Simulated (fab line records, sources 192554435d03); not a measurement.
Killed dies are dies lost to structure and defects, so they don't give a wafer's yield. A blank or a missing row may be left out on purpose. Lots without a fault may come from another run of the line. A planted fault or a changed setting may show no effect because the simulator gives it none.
fab line records | flow n5_finfet
record lots=11 wafers=33 last_day=16
route steps=1938 shown SDB@360 PASSIVATION@1910
lots that met no fault: from a run of the same line without faults
start_h: hours from the record's first day to the start of the lot's first wafer shown | wait_h: hours since the lot's step before | " the same as in the row above | L1.1+2: a row that stands for several wafers | - no value, or no start given | * or withheld: withheld | < > ~ a bound
route shown NAME@n: a module of which the file shows steps, and the number in the route of the first | usual: mean/standard deviation of fault-free wafers | same: alike in all rows | chamber/n: place in a boat | sites: the reading at each site | _std_site: their standard deviation | _edge_site: outer sites' mean less inner sites' | radius_mm: how far each site lies from the wafer's centre | mask NAME#n: copy n | behind: the tool/chamber that last shaped the wafer | hold: why the lot was held/for how many hours/how that ended | device: the transistor (n, p or np) that didn't switch | end of line: the same wafers' tests at the end of the route | a step without rows: its recipe alone | killed: dies lost to structure and defects at the first sort, not the wafer's yield | map: a wafer's dies, x killed, . not, _ none there
set.NAME: the setting as run; set.NAME@STEP: as run at that earlier step | model.NAME: the simulator's own value behind a step, which no gauge read
steps of the route over a sample of lots; a table a step, a row a wafer
services: from which hour (start_h, from the record's first day; less than 0 if before it) a tool's chamber was out of use, for how many hours, and why
## steps
# step N5_SDB_ETCH_17
# recipe chemistry=CF4 target=SiARC target_depth_a=234 mask_material=CAR-ArF time_s=39 ion_energy_ev=80 pressure_mtorr=40 source_w=545 bias_w=36 Ar_flow_sccm=100 cf4_flow_sccm=100 ends=cleared
# usual drypump_motor_current_A=6.0/0.47 etch_rf_on_time_s=39.3/0.5 oes_product_au=0.66/0.062 rf_vpp_V=184.2/1 showerhead_plenum_p_Torr=2.16/0.064 throttle_valve_pct=15.59/0.16
# columns lot.wafer tool chamber start_h wait_h drypump_motor_current_A etch_rf_on_time_s oes_product_au rf_hours_counter_h rf_vpp_V showerhead_plenum_p_Torr throttle_valve_pct
L751.2 rie_diel-01 1 75.96 0.0 6.6 38.4 0.78 36 184.2 2.19 15.82
L751.3 " 3 " " 5.1 38.4 0.63 197 184.1 2.04 15.64
L751.5 " 1 " " 6.6 38.5 0.78 - 184.9 2.19 15.81
L754.3 rie_diel-04 2 89.14 0.0 5.7 38.8 0.60 213 184.5 2.21 15.47
L754.4 " 3 " " 5.6 39.1 0.64 159 186.2 2.22 15.36
L754.5 " 2 " " 5.7 38.7 0.59 - 184.3 2.21 15.46
L755.1 rie_diel-05 1 99.33 0.0 6.2 39.5 0.60 222 185.0 2.21 15.70
L755.2 " 0 " " 5.6 40.0 0.73 55 183.5 2.09 15.41
L755.6 " 2 " " 6.6 38.9 0.70 - 185.0 2.15 15.57
L757.2 rie_diel-05 3 114.79 0.0 5.6 38.9 0.69 100 184.4 2.25 15.67
L757.3 " 0 " " 5.6 39.7 0.73 61 183.4 2.09 15.42
L757.4 " 2 " " 6.6 39.2 0.68 120 184.5 2.15 15.57
L758.1 rie_diel-04 3 116.63 0.0 5.7 39.7 0.63 170 185.6 2.22 15.38
L758.3 " 0 " " 6.6 39.7 0.61 203 183.0 2.04 15.44
L758.6 " 0 " " 6.6 39.4 0.61 - 182.7 2.04 15.45
L761.1 rie_diel-05 2 133.24 0.0 6.6 39.1 0.67 127 183.9 2.15 15.59
L761.4 " 1 " " 6.3 39.9 0.58 235 185.3 2.20 15.74
L761.5 " 2 " " 6.6 38.9 0.68 - 185.2 2.15 15.60
L762.4 rie_diel-05 1 139.69 0.0 6.3 39.6 0.59 239 185.4 2.20 15.75
L762.5 " 3 " " 5.6 38.7 0.68 - 185.1 2.25 15.69
L762.6 " 2 " " 6.6 38.9 0.67 - 185.2 2.15 15.58
L764.1 rie_diel-05 3 152.23 0.0 5.5 39.4 0.68 115 185.1 2.25 15.69
L764.4 " 0 " " 5.6 40.3 0.71 76 183.0 2.08 15.44
L764.6 " 2 " " 6.6 39.5 0.67 - 184.3 2.15 15.62
L766.2 rie_diel-05 3 163.07 0.0 5.5 39.5 0.67 119 183.8 2.24 15.70
L766.3 " 1 " " 6.2 39.5 0.58 249 184.6 2.20 15.76
L766.5 " 0 " " 5.6 40.4 0.70 - 182.3 2.08 15.45
L769.2 rie_diel-05 2 181.04 0.0 6.6 39.5 0.66 147 183.6 2.14 15.64
L769.4 " 2 " " 6.6 39.1 0.66 - 185.1 2.14 15.63
L769.6 " 3 " " 5.5 38.9 0.67 - 185.5 2.24 15.72
L771.2 rie_diel-04 2 193.45 0.0 5.7 39.0 0.82 0 185.5 2.20 15.08
L771.4 " 1 " " 5.7 38.8 0.66 136 183.2 2.14 15.86
L771.6 " 1 " " 5.7 38.3 0.66 - 183.5 2.14 15.84
# step N5_PASSIVATION_ETCH_59
# recipe chemistry=Cl2/BCl3 target=TaN target_depth_a=650 time_s=34.9 ion_energy_ev=100 pressure_mtorr=10 icp_w=900 bias_w=100 Cl2_flow_sccm=60 bcl3_flow_sccm=30
# usual drypump_motor_current_A=5.4/0.34 oes_product_au=0.75/0.065 throttle_valve_pct=21.2/0.34
# columns lot.wafer tool chamber start_h wait_h drypump_motor_current_A oes_product_au rf_hours_counter_h throttle_valve_pct
L751.2 rie_metal-01 0 269.50 0.3 5.3 0.72 72 21.0
L751.3 " 1 " " 6.1 0.79 - 21.5
L751.5 " 0 " " 5.3 0.72 - 21.0
L754.3 rie_metal-03 1 272.81 0.2 5.6 0.85 - 21.4
L754.4 " 0 " " 4.9 0.65 - 21.8
L754.5 " 0 " " 4.9 0.64 - 21.8
L755.1 rie_metal-03 1 286.47 0.3 5.6 0.85 21 21.4
L755.2 " 0 " " 4.9 0.64 101 21.8
L755.6 " 0 " " 4.9 0.64 - 21.8
L758.1 rie_metal-01 1 302.69 0.3 6.1 0.79 41 21.5
L758.3 " 1 " " 6.1 0.79 - 21.5
L758.6 " 0 " " 5.2 0.73 - 21.0
L757.2 rie_metal-01 1 303.56 0.3 6.1 0.77 41 21.5
L757.3 " 1 " " 6.1 0.77 - 21.5
L757.4 " 0 " " 5.3 0.72 - 21.0
L761.1 rie_metal-02 1 323.63 0.7 5.3 0.78 36 21.0
L761.4 " 1 " " 5.3 0.80 - 21.0
L761.5 " 1 " " 5.3 0.80 - 21.0
L762.4 rie_metal-02 1 347.78 0.4 5.3 0.78 - 21.0
L762.5 " 1 " " 5.3 0.77 - 21.0
L762.6 " 1 " " 5.2 0.79 - 21.0
L766.2 rie_metal-01 0 353.14 0.3 5.3 0.69 80 21.0
L766.3 " 1 " " 6.1 0.76 - 21.5
L766.5 " 0 " " 5.3 0.70 - 21.0
L764.1 rie_metal-02 1 353.69 0.7 5.2 0.78 42 21.0
L764.4 " 1 " " 5.3 0.78 - 21.0
L764.6 " 1 " " 5.2 0.77 - 21.1
L769.2 rie_metal-02 1 378.70 0.3 5.3 0.77 45 21.0
L769.4 " 0 " " 5.5 0.73 - 20.7
L769.6 " 0 " " 5.5 0.73 - 20.7
L771.2 rie_metal-02 1 384.28 0.3 5.3 0.78 46 21.0
L771.4 " 1 " " 5.3 0.77 - 21.0
L771.6 " 0 " " 5.5 0.74 - 20.7
# step N5_PASSIVATION_DESCUM_46
# recipe chemistry=O2 time_s=7.9 source_power_w=50 bias_power_w=20 pressure_mtorr=20 rf_frequency_hz=2.712e+07 temp_c=40 o2_flow_sccm=225
# usual drypump_motor_current_A=5.9/0.53 oes_product_au=0.82/0.087 rf_vpp_V=243.6/1.4 showerhead_plenum_p_Torr=2.12/0.062 throttle_valve_pct=20.4/0.33
# columns lot.wafer tool chamber start_h wait_h drypump_motor_current_A oes_product_au rf_hours_counter_h rf_vpp_V showerhead_plenum_p_Torr throttle_valve_pct
L751.2 rie_diel-05 3 270.90 0.0 5.5 0.74 162 244.6 2.19 20.6
L751.3 " 1 " " 6.3 0.90 32 244.8 2.14 20.2
L751.5 " 1 " " 6.3 0.90 - 243.4 2.14 20.2
L754.3 rie_diel-04 0 274.13 0.0 6.6 0.98 7 244.7 2.24 19.9
L754.4 " 3 " " 5.7 0.69 - 243.8 2.15 20.2
L754.5 " 2 " " 5.7 0.87 - 244.2 2.13 20.0
L755.1 rie_diel-05 2 287.72 0.0 6.6 0.74 192 242.9 2.08 20.5
L755.2 " 0 " " 5.6 0.80 124 240.6 2.01 20.3
L755.6 " 3 " " 5.6 0.75 - 245.4 2.18 20.6
L758.1 rie_diel-04 3 303.95 0.0 5.7 0.69 244 244.4 2.15 20.2
L758.3 " 1 " " 5.7 0.74 180 242.2 2.07 20.7
L758.6 " 2 " " 5.7 0.86 - 243.2 2.13 20.0
L757.2 rie_diel-01 1 305.42 0.5 6.6 0.81 103 243.2 2.12 20.8
L757.3 " 2 " " 6.6 0.67 240 242.9 2.07 20.5
L757.4 " 1 " " 6.6 0.82 - 243.7 2.12 20.8
L761.1 rie_diel-01 2 325.02 0.1 6.6 0.68 247 243.4 2.07 20.6
L761.4 " 3 " " 5.1 0.96 8 245.9 2.24 20.1
L761.5 " 0 " " 5.5 0.82 - 242.6 2.10 20.8
L762.4 rie_diel-01 0 349.20 0.0 5.5 0.81 - 243.5 2.10 20.8
L762.5 " 3 " " 5.1 0.93 - 246.8 2.24 20.2
L762.6 " 1 " " 6.6 0.80 - 243.0 2.11 20.9
L766.2 rie_diel-04 0 354.39 0.0 6.6 0.89 39 246.5 2.22 19.9
L766.3 " 2 " " 5.7 0.83 62 243.5 2.12 20.0
L766.5 " 0 " " 6.6 0.88 - 245.2 2.22 19.9
L764.1 rie_diel-01 3 355.38 0.3 5.1 0.93 20 244.6 2.23 20.2
L764.4 " 0 " " 5.5 0.81 117 242.4 2.10 20.8
L764.6 " 3 " " 5.1 0.92 - 244.1 2.24 20.1
L769.2 rie_diel-05 2 380.12 0.0 6.6 0.71 224 241.6 2.07 20.5
L769.4 " 0 " " 5.6 0.76 156 242.7 2.00 20.3
L769.6 " 2 " " 6.6 0.71 - 242.0 2.07 20.5
L771.2 rie_diel-01 0 386.06 0.4 5.5 0.79 127 243.4 2.10 20.8
L771.4 " 3 " " 5.1 0.90 32 245.4 2.23 20.2
L771.6 " 3 " " 5.1 0.90 - 245.8 2.23 20.2
# step N5_PASSIVATION_PROBE_49
# usual defect_limited_yield=91.3/1.5 killed_at_M0_to_M3=35/10 killed_at_M4_up=13/5.3 killed_at_contacts=12/5.7 killed_at_front_end=39/11 killed_at_other=3.3/2.7 killed_dies=102/18 killed_on_rim=13/4 killed_open=67/13 killed_short=34/7.8 sort_bin_5_function=5.1/1 sort_bin_6_memory=3.3/0.68 sort_n_pass=1078/18 sort_yield_pct=91.3/1.5
# same gross_dies=1180 killed_at_back_side=0 sort_bin_4_leakage[%]=0 sort_bin_8_speed[%]=0
# columns lot.wafer tool chamber start_h wait_h defect_limited_yield[%] killed_at_M0_to_M3 killed_at_M4_up killed_at_contacts killed_at_front_end killed_at_other killed_dies killed_on_rim killed_open killed_short sort_bin_5_function[%] sort_bin_6_memory[%] sort_n_pass sort_yield_pct[%]
L769.2 prober-02 - 383.23 0.1 91.0 40 13 16 35 2 106 10 62 42 5.0 3.6 1074 91.0
L769.4 prober-02 - 383.33 0.2 91.8 34 11 22 30 0 97 7 63 33 4.4 3.3 1083 91.8
L769.6 prober-02 - 383.43 0.3 84.3 42 15 21 107 0 185 36 72 41 8.3 4.6 995 84.3
# killed by level:class
L769.2 MOL_CONTACT_COAG:geometric_particle:open=11 BEOL_M5:geometric_particle:open=10 FIN_SAQP:geometric_particle:short=8 BEOL_M0_SAQP:geometric_particle:open=8 BEOL_M0_SAQP:geometric_particle:short=8 BEOL_M1:geometric_particle:open=8 BEOL_M2:geometric_particle:open=6 FIN_SAQP:geometric_particle:open=5
L769.4 MOL_CONTACT_COAG:geometric_particle:open=18 BEOL_M0_SAQP:geometric_particle:short=14 DUMMY_GATE:geometric_particle:open=9 BEOL_M0_SAQP:geometric_particle:open=7 BEOL_M3:geometric_particle:open=7 FIN_SAQP:geometric_particle:short=6 MOL_CONTACT_COAG:geometric_particle:short=4 BEOL_M5:geometric_particle:open=4
L769.6 SDB:unspecified=62 MOL_CONTACT_COAG:geometric_particle:open=16 BEOL_M0_SAQP:geometric_particle:short=14 BEOL_M0_SAQP:geometric_particle:open=10 GATE_CUT:geometric_particle:open=9 HKMG_FIN:area_etch=7 DUMMY_GATE:geometric_particle:open=5 GATE_CUT:geometric_particle:short=5
## services
# columns tool chamber start_h hours kind
rie_metal-01 - 65.02 0.5 repair
rie_metal-01 - 79.58 2.9 repair
rie_diel-01 - 88.48 28.1 pm
rie_diel-04 - 101.30 0.5 repair
rie_diel-05 2 119.71 1.5 repair
rie_metal-01 0 134.08 6.0 repair
rie_diel-04 1 160.26 9.4 repair
rie_metal-03 - 166.18 2.2 repair
rie_diel-05 1 168.24 - clean
rie_diel-01 - 182.64 29.3 repair
rie_diel-04 2 210.03 5.3 repair
rie_diel-04 1 217.31 5.0 repair
rie_diel-01 3 221.31 4.5 repair
rie_diel-01 2 240.16 6.1 repair
rie_metal-02 0 253.58 26.6 repair
rie_metal-03 - 253.80 1.7 repair
rie_diel-04 1 265.61 2.8 repair
rie_diel-04 1 270.86 4.3 repair
rie_diel-04 3 283.85 4.2 repair
rie_diel-01 1 284.52 2.1 repair
rie_diel-04 2 298.45 3.9 repair
rie_metal-02 0 298.84 63.1 repair
rie_diel-01 3 303.05 3.8 repair
rie_metal-02 1 331.14 4.0 repair
## key
first_sign step=N5_PASSIVATION_PROBE_49 reading=killed_at_front_end direction=up sigmas=6.2 usual=39 struck=107
effect step=N5_PASSIVATION_PROBE_49 reading=defect_limited_yield direction=down sigmas=4.6 usual=91.3 struck=84.3
more_kills_born_at N5_SDB_ETCH_17@rie_diel-05=62
met_at N5_SDB_ETCH_17
struck_lots L769
struck_wafers L769.6
not_acting_at N5_PASSIVATION_ETCH_59,N5_PASSIVATION_DESCUM_46
onset_between 163.07 181.04
fault kind=chamber_particle_source tool=rie_diel-05 chamber=3 onset_h=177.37 steps=N5_SDB_ETCH_17 rate_per_visit_cm2=1.6351 end_h=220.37
